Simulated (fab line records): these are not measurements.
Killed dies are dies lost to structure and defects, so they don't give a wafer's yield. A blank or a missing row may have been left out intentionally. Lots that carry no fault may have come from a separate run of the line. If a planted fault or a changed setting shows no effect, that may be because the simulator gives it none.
What tool caused it? :: flow n5Finfet :: 36 wafers sampled from 12 lots at 1 step of a route of 1938

## WHAT THE GAUGES READ, wafer by wafer
N5_START_INSPECT_01: inspects for defects (unpatterned scan).
lot: L075
measured: day 1 18:02
on: defectInspect-02
rawDefectCount: 5 8 8

lot: L077
measured: day 2 06:02
on: defectInspect-01
rawDefectCount: 11 5 7

lot: L079
measured: day 2 18:02
on: defectInspect-01
rawDefectCount: 4 5 8

lot: L081
measured: day 3 06:02
on: defectInspect-02
rawDefectCount: 2 4 6

lot: L083
measured: day 3 18:02
on: defectInspect-02
rawDefectCount: 5 13 5

lot: L085
measured: day 4 06:02
on: defectInspect-01
rawDefectCount: 7 3 11

lot: L087
measured: day 4 18:02
on: defectInspect-01
rawDefectCount: 6 10 6

lot: L089
measured: day 5 06:02
on: defectInspect-02
rawDefectCount: 10 12 10

lot: L091
measured: day 5 18:02
on: defectInspect-01
rawDefectCount: 11 2 4

lot: L093
measured: day 6 06:02
on: defectInspect-01
rawDefectCount: 6 8 5

lot: L095
measured: day 6 18:02
on: defectInspect-01
rawDefectCount: 2 7 6

lot: L097
measured: day 7 06:02
on: defectInspect-02
rawDefectCount: 4 4 4

## WHAT TOOL EACH LOT RAN ON (gives the tool, then ch and the chambers of the sampled wafers, and finally the start)
No process step before these readings appears in the record.

## THE ANSWER, worked out from the rows above alone
Rule: the lots themselves supply what counts as usual. The widest of any qualifying gaps counts: lots, ordered by their means at a reading, are off when they make up no more than a third of the lots, leave a main group of 4 or more, and stand apart from it by 3 or more times the standard deviation of that group's means. If all means in a main group match to the digits the tables above print for the reading, that group is not used. A lot without any number at a reading at which 4 lots or more have one is off too. The other lots that the step has rows for count as sound.
None of the lots is off at any reading shown; this tells nothing.

## WHAT THE SIMULATOR HAD PUT IN
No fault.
